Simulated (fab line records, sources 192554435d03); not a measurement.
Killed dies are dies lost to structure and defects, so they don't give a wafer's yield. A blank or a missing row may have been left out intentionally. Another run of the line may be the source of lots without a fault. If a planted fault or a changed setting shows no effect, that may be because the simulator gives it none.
fab line records	flow n5_finfet
[record] lots = 6	wafers = 18	last_day = 18
route steps=1938 shown BEOL_M11@1582 PASSIVATION@1936
lots with no fault: from the same line, run without faults
start_h: the number of hours between the record's first day and the start of the first shown wafer of the lot	wait_h: hours since the lot's step before	" as in the row above	L1.1+2: a row that stands for several wafers	- value missing, or start not given	* or withheld: withheld	< > ~ a bound
route shown NAME@n: names a module that has steps shown in the file, with the first one's number in the route	usual: the fault-free wafers' mean and standard deviation	same: alike in all rows	chamber/n: place in a boat	sites: the reading at each site	_std_site: their standard deviation	_edge_site: inner sites' mean taken away from outer sites' mean	radius_mm: for every site, how far away it sits from the centre of the wafer	mask NAME#n: copy n	behind: the most recent tool/chamber to have shaped the wafer	hold: the reason the lot was held/the length of the hold in hours/how it ended	device: names the non-switching transistor (n, p or np)	end of line: the tests these same wafers got at the end of their route	step lacking rows: just its recipe	killed: count of dies lost to structure and defects at first sort (not the wafer's yield)	map: dies across one wafer; x = killed, . = not, _ = none there
set.NAME: the setting as run; set.NAME@STEP: as run at that earlier step	model.NAME: the simulator's own value behind a step, which no gauge read
lots at some steps of the route; a table a step, a row a wafer
services: a tool's chamber out of use, with start hour (start_h, from the record's first day; less than 0 if before it), hours out, and reason
[[steps]]
[step N5_BEOL_M11_HM_STRIP_39]
[recipe] chemistry = peroxide_tin_strip	material = TiN	target_depth_a = 250	temp_c = 50	time_s = 158
[step N5_BEOL_M11_SRD_40]
[recipe] time_s = 30	temp_c = 23	rinse_liquid = diw	dry = ipa_marangoni
[step N5_BEOL_M11_PRECLEAN_42]
[recipe] chemistry = residue_remover	time_s = 60	temp_c = 40
[step N5_BEOL_M11_SRD_43]
[recipe] time_s = 30	temp_c = 23	rinse_liquid = diw	dry = ipa_marangoni
[step N5_BEOL_M11_CD_MEAS_35]
[recipe] target_cd_nm = 70	polarity = opening
[usual] cd_nm = 69.8/1.1
lot.wafer	tool	chamber	start_h	wait_h	cd_nm
L731.2	cd_sem-02	-	298.70	0.0	68.6
L731.4	"	-	"	"	68.5
L731.6	"	-	"	"	68.6
L734.2	cd_sem-03	-	311.91	0.0	68.9
L734.5	"	-	"	"	69.6
L734.6	"	-	"	"	70.0
L745.2	cd_sem-01	-	360.91	0.0	69.2
L745.4	"	-	"	"	68.6
L745.5	"	-	"	"	66.8
L743.2	cd_sem-03	-	374.27	0.0	69.6
L743.4	"	-	"	"	69.1
L743.6	"	-	"	"	69.9
L747.2	cd_sem-01	-	378.32	0.0	67.9
L747.4	"	-	"	"	69.8
L747.6	"	-	"	"	69.0
L748.3	cd_sem-02	-	387.91	0.0	70.2
L748.4	"	-	"	"	71.5
L748.6	"	-	"	"	71.7
[step N5_BEOL_M11_CURE_72]
[recipe] temp_c = 370	time_s = 120	ambient = DMADMS/He	material = SiCOH_lowk
[step N5_BEOL_M11_DEGAS_44]
[recipe] ambient = vacuum	temp_c = 250	time_s = 60
[step N5_BEOL_M11_PRE_CLEAN_45]
[recipe] gas = H2/He	time_s = 30	temp_c = 250
[usual] heater_power_w = 345/35
lot.wafer	tool	chamber	start_h	wait_h	heater_power_w
L731.2	pvd_sputter-01	-	299.62	0.0	420
L731.4	"	-	"	"	359
L731.6	"	-	"	"	338
L734.2	pvd_sputter-02	-	312.52	0.0	377
L734.5	"	-	"	"	294
L734.6	"	-	"	"	312
L745.2	pvd_sputter-02	-	361.80	0.0	321
L745.4	"	-	"	"	297
L745.5	"	-	"	"	317
L743.2	pvd_sputter-03	-	375.14	0.0	349
L743.4	"	-	"	"	346
L743.6	"	-	"	"	353
L747.2	pvd_sputter-03	-	379.02	0.0	344
L747.4	"	-	"	"	340
L747.6	"	-	"	"	312
L748.3	pvd_sputter-03	-	389.59	0.0	342
L748.4	"	-	"	"	333
L748.6	"	-	"	"	302
[step N5_BEOL_M11_ALD_74]
[recipe] material = TaN	target_thk_a = 20	temp_c = 275	ald_precursor_family = PDMAT	ald_co_reactant = NH3	pressure_torr = 3	carrier_flow_sccm = 1500	pulse_time_s = 2	purge_time_s = 3	co_reactant_purge_time_s = 2	co_reactant_pulse_time_s = 3	ald_cycles = 40	precursor_vessel_temp_c = 75	precursor_vessel_pressure_torr = 26.25	precursor_vessel_carrier_sccm = 1000
[usual] heater_power_w = 401/28
lot.wafer	tool	chamber	start_h	wait_h	heater_power_w
L731.2	ald_metal-04	2	299.70	0.1	422
L731.4	"	2	"	"	422
L731.6	"	3	"	"	429
L734.2	ald_metal-02	3	312.64	0.1	393
L734.5	"	3	"	"	389
L734.6	"	0	"	"	409
L745.2	ald_metal-02	0	361.88	0.1	396
L745.4	"	2	"	"	397
L745.5	"	0	"	"	402
L743.2	ald_metal-04	0	375.20	0.0	403
L743.4	"	3	"	"	430
L743.6	"	3	"	"	432
L747.2	ald_metal-03	0	379.09	0.1	422
L747.4	"	3	"	"	365
L747.6	"	3	"	"	372
L748.3	ald_metal-04	2	389.65	0.0	424
L748.4	"	0	"	"	424
L748.6	"	1	"	"	359
[step N5_BEOL_M11_SURFACE_TREAT_76]
[recipe] gas = Ar	time_s = *	ion_energy_ev = *	ion_current_ma_cm2 = 0.5	pressure_mtorr = *	ar_flow_sccm = 30
[usual] throttle_valve_pct = *
lot.wafer	tool	chamber	start_h	wait_h	throttle_valve_pct
L731.2	pvd_sputter-03	-	300.02	0.2	*
L731.4	"	-	"	"	*
L731.6	"	-	"	"	*
L734.2	pvd_sputter-01	-	312.99	0.2	*
L734.5	"	-	"	"	*
L734.6	"	-	"	"	*
L745.2	pvd_sputter-02	-	362.24	0.2	*
L745.4	"	-	"	"	*
L745.5	"	-	"	"	*
L743.2	pvd_sputter-03	-	375.56	0.2	*
L743.4	"	-	"	"	*
L743.6	"	-	"	"	*
L747.2	pvd_sputter-03	-	379.48	0.3	*
L747.4	"	-	"	"	*
L747.6	"	-	"	"	*
L748.3	pvd_sputter-03	-	390.09	0.3	*
L748.4	"	-	"	"	*
L748.6	"	-	"	"	*
[step N5_BEOL_M11_CVD_75]
[recipe] material = Co	target_thk_a = 20	temp_c = withheld	precursor = CCTBA/H2	pressure_torr = 30	time_s = 138.9
[step N5_BEOL_M11_SPUTTER_48]
[recipe] material = Cu	target_thk_a = 120	temp_c = -20	bias_v = 60	power_w = 26000	chamber_pressure_pa = 0.13	time_s = 2
[usual] throttle_valve_pct = 29.9/1.3
lot.wafer	tool	chamber	start_h	wait_h	throttle_valve_pct
L731.2	pvd_sputter-01	-	300.24	0.1	30.7
L731.4	"	-	"	"	32.8
L731.6	"	-	"	"	30.8
L734.2	pvd_sputter-01	-	313.25	0.1	30.5
L734.5	"	-	"	"	28.3
L734.6	"	-	"	"	32.7
L745.2	pvd_sputter-02	-	362.64	0.3	31.5
L745.4	"	-	"	"	30.2
L745.5	"	-	"	"	28.9
L743.2	pvd_sputter-02	-	375.76	0.1	31.4
L743.4	"	-	"	"	31.5
L743.6	"	-	"	"	31.2
L747.2	pvd_sputter-03	-	379.76	0.2	28.9
L747.4	"	-	"	"	27.7
L747.6	"	-	"	"	29.2
L748.3	pvd_sputter-03	-	390.35	0.1	27.9
L748.4	"	-	"	"	29.5
L748.6	"	-	"	"	29.1
[step N5_BEOL_M11_ECD_50]
[recipe] material = Cu	target_thk_a = 3180
lot.wafer	tool	chamber	start_h	wait_h	model.Cu_of_BEOL_M11_ECD_50.thk_nm
L731.2	ecd_cu-02	1	300.36	0.1	317.2
L731.4	"	1	"	"	317
L731.6	"	0	"	"	317.6
L734.2	ecd_cu-01	0	313.36	0.1	315.6
L734.5	"	0	"	"	320
L734.6	"	1	"	"	317.2
L745.2	ecd_cu-02	0	362.75	0.1	223
L745.4	"	0	"	"	228.4
L745.5	"	1	"	"	226.6
L743.2	ecd_cu-02	1	375.87	0.1	222.6
L743.4	"	0	"	"	225.8
L743.6	"	1	"	"	227.6
L747.2	ecd_cu-01	1	379.87	0.1	317.8
L747.4	"	1	"	"	318.8
L747.6	"	0	"	"	317.6
L748.3+6	ecd_cu-01	0,1	390.50	0.1	318.8
L748.4	"	1	"	"	322.6
[step N5_BEOL_M11_ANNEAL_51]
[recipe] temp_c = 225	time_s = 90	ambient = N2
[usual] wafer_temp_C_max = 226.3/0.3
lot.wafer	tool	chamber	start_h	wait_h	wafer_temp_C_max
L731.2	rtp_anneal-02	0	300.69	0.3	226.0
L731.4	"	0	"	"	226.6
L731.6	"	0	"	"	226.1
L734.2	rtp_anneal-01	0	313.52	0.1	226.2
L734.5	"	0	"	"	226.2
L734.6	"	0	"	"	226.2
L745.2	rtp_anneal-02	0	363.33	0.5	227.0
L745.4	"	0	"	"	226.4
L745.5	"	0	"	"	226.7
L743.2	rtp_anneal-01	0	376.03	0.1	226.5
L743.4	"	0	"	"	226.2
L743.6	"	0	"	"	226.1
L747.2	rtp_anneal-02	0	380.03	0.1	226.2
L747.4	"	0	"	"	226.7
L747.6	"	0	"	"	226.6
L748.3	rtp_anneal-02	0	390.67	0.1	226.3
L748.4	"	0	"	"	226.4
L748.6	"	0	"	"	226.6
[step N5_BEOL_M11_CMP_52]
[recipe] stop_on = SiCOH_lowk	t_overpolish_s = 7	down_force_psi = 1	platen_rpm = 50	clearing_platen_down_force_psi = 1.5	clearing_platen_rpm = 50	post_cmp_clean = cu_alkaline	target_thk_nm = 140	clearing_platen_pad_velocity_m_s = 0.99484	pad_velocity_m_s = 0.99484
[usual] motor_current_A = 6.2/0.52	time_to_endpoint_s = 65/3.7
lot.wafer	tool	chamber	start_h	wait_h	motor_current_A	time_to_endpoint_s
L731.4	cmp-04	1	301.02	0.2	6.6	62
L731.2	"	2	"	"	6.4	61
L731.6	"	3	"	"	5.8	60
L734.2	cmp-01	3	313.77	0.2	6.3	64
L734.5	"	3	"	"	6.7	64
L734.6	"	0	"	"	6.0	72
L745.2	cmp-01	1	363.62	0.2	7.3	49
L745.4	"	3	"	"	6.4	44
L745.5	"	0	"	"	5.8	50
L743.4	cmp-04	0	376.32	0.2	6.0	42
L743.2	"	1	"	"	6.9	44
L743.6	"	3	"	"	5.9	40
L747.2	cmp-01	2	380.32	0.2	6.8	67
L747.4	"	0	"	"	5.8	70
L747.6	"	2	"	"	6.3	65
L748.4	cmp-03	2	390.88	0.1	5.4	66
L748.3	"	3	"	"	5.6	63
L748.6	"	3	"	"	5.3	66
[step N5_BEOL_M11_THK_MEAS_53]
[recipe] thk_meas_gauge = xrf	reads = Cu_of_BEOL_M11_ECD_50
[usual] M11_THK = 136/3.8
lot.wafer	tool	chamber	start_h	wait_h	M11_THK[nm]
L731.2	film_metro-02	-	301.24	-	134
L731.4	"	-	"	"	137
L731.6	"	-	"	"	134
L734.2	film_metro-01	-	314.06	-	131
L734.5	"	-	"	"	133
L734.6	"	-	"	"	133
L745.2	film_metro-01	-	363.88	-	138
L745.4	"	-	"	"	136
L745.5	"	-	"	"	136
L743.2	film_metro-02	-	376.58	-	136
L743.4	"	-	"	"	132
L743.6	"	-	"	"	142
L747.2	film_metro-02	-	380.58	-	139
L747.4	"	-	"	"	143
L747.6	"	-	"	"	143
L748.3	film_metro-01	-	391.17	-	130
L748.4	"	-	"	"	132
L748.6	"	-	"	"	132
[step N5_PASSIVATION_PROBE_49]
[usual] defect_limited_yield = 91.2/1.4	killed_at_M0_to_M3 = 34/9.3	killed_at_M4_up = 14/5.9	killed_at_contacts = 14/5.7	killed_at_front_end = 38/10	killed_at_other = 4/3.2	killed_dies = 104/17	killed_open = 67/13	killed_short = 33/6.9	sort_bin_4_leakage = 0/3.6	sort_bin_5_function = 5.2/1	sort_bin_6_memory = 3.3/0.61	sort_bin_8_speed = 0.3/1.8	sort_n_pass = 1069/52
[same] gross_dies = 1180	killed_at_back_side = 0
lot.wafer	tool	chamber	start_h	wait_h	defect_limited_yield[%]	killed_at_M0_to_M3	killed_at_M4_up	killed_at_contacts	killed_at_front_end	killed_at_other	killed_dies	killed_open	killed_short	sort_bin_4_leakage[%]	sort_bin_5_function[%]	sort_bin_6_memory[%]	sort_bin_8_speed[%]	sort_n_pass
L734.2	prober-02	-	354.84	0.1	90.8	17	24	22	42	3	108	73	31	0	4.9	3.8	0	1072
L734.5	prober-02	-	354.99	0.2	91.3	23	19	11	45	5	103	72	24	1	4.8	3.6	0	1071
L734.6	prober-02	-	355.04	0.3	92.5	18	17	13	38	2	88	57	29	0	3.8	3.5	0	1092
L748.3	prober-01	-	428.77	0.1	91.5	40	5	21	26	8	100	67	25	0	5.5	2.7	0	1080
L748.4	prober-01	-	428.82	0.2	93.1	28	9	16	26	3	82	52	26	0	3.7	2.9	0	1098
L748.6	prober-01	-	428.92	0.3	92.7	36	5	5	37	3	86	59	26	0	4.6	2.7	0	1094
// killed by level:class
L734.2 MOL_CONTACT_COAG:geometric_particle:open=19 FIN_SAQP:geometric_particle:short=14 FIN_SAQP:geometric_particle:open=11 BEOL_M5:geometric_particle:open=6 GATE_CUT:geometric_particle:short=5 BEOL_M1:geometric_particle:open=5 DUMMY_GATE:geometric_particle:open=4 BEOL_M7:geometric_particle:open=4
L734.5 MOL_CONTACT_COAG:geometric_particle:open=11 STI_FIN_REVEAL:geometric_particle:open=9 FIN_SAQP:geometric_particle:open=8 BEOL_M1:geometric_particle:open=8 BEOL_M2:geometric_particle:open=7 FIN_SAQP:geometric_particle:short=6 STI_FIN_REVEAL:geometric_particle:short=4 DUMMY_GATE:geometric_particle:open=4
L734.6 STI_FIN_REVEAL:geometric_particle:open=15 MOL_CONTACT_COAG:geometric_particle:open=11 GATE_CUT:geometric_particle:short=5 STI_FIN_REVEAL:geometric_particle:short=4 BEOL_M0_SAQP:geometric_particle:open=4 BEOL_M5:geometric_particle:short=4 FIN_SAQP:geometric_particle:short=3 BEOL_M1:geometric_particle:open=3
L748.3 MOL_CONTACT_COAG:geometric_particle:open=19 BEOL_M2:geometric_particle:open=9 BEOL_M1:geometric_particle:open=8 BEOL_M3:geometric_particle:open=8 GATE_CUT:geometric_particle:short=7 DUMMY_GATE:geometric_particle:open=4 BEOL_M0_SAQP:geometric_particle:short=3 MIM_TOP:geometric_particle:open=3
L748.4 MOL_CONTACT_COAG:geometric_particle:open=12 FIN_SAQP:geometric_particle:short=7 BEOL_M0_SAQP:geometric_particle:open=7 BEOL_M4:geometric_particle:open=5 FIN_SAQP:geometric_particle:open=4 GATE_CUT:geometric_particle:short=4 BEOL_M2:geometric_particle:open=4 BEOL_M0_SAQP:geometric_particle:short=4
L748.6 STI_FIN_REVEAL:geometric_particle:open=10 GATE_CUT:geometric_particle:short=8 BEOL_M0_SAQP:geometric_particle:short=7 BEOL_M3:geometric_particle:open=6 BEOL_M0_SAQP:geometric_particle:open=6 BEOL_M1:geometric_particle:open=6 BEOL_M2:geometric_particle:open=5 FIN_SAQP:geometric_particle:open=4
[[services]]
tool	chamber	start_h	hours	kind
ald_metal-04	1	297.45	3.5	repair
ecd_cu-01	-	304.75	2.1	repair
cmp-01	-	305.16	2.4	repair
ald_metal-02	-	337.39	14.0	pm
ald_metal-02	0	337.39	14.0	vent_cycle
ald_metal-02	1	337.39	39.0	vent_cycle
ald_metal-02	2	337.39	14.0	vent_cycle
ald_metal-02	3	337.39	14.0	vent_cycle
cmp-01	-	350.13	2.1	repair
ald_metal-02	0	351.39	-	clean
ald_metal-02	2	351.39	-	clean
ald_metal-02	3	351.39	-	clean
[[key]]
[first_sign] step = N5_BEOL_M11_CMP_52	reading = time_to_endpoint_s	direction = down	sigmas = 5.6	usual = *	struck = *
effect none on later readings
[model_effect] step = N5_BEOL_M11_ECD_50	value = Cu_of_BEOL_M11_ECD_50.thk_nm	without = 317.4	struck = 225.7
met_at N5_BEOL_M11_ECD_50
struck_wafers L743.2,L743.4,L743.6,L745.2,L745.4,L745.5
[baseline_loss] step = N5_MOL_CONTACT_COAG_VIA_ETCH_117	wafers = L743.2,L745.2
[baseline_loss] step = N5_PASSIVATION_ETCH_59	wafers = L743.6
onset_between 300.36 362.75
also_fits N5_BEOL_M11_SPUTTER_48:pvd_sputter-02
[fault] kind = process_parameter_drift	tool = ecd_cu-02	chamber = -	onset_h = 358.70	steps = N5_BEOL_M11_ECD_50	channel = target_thk_a	offset = *	shape = step	end_h = 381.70	acts_in = *	stated = *
// baseline_loss: these wafers lose ten dies or more at that step, a loss of the line's own and not of a fault; the sort's usual values leave them out
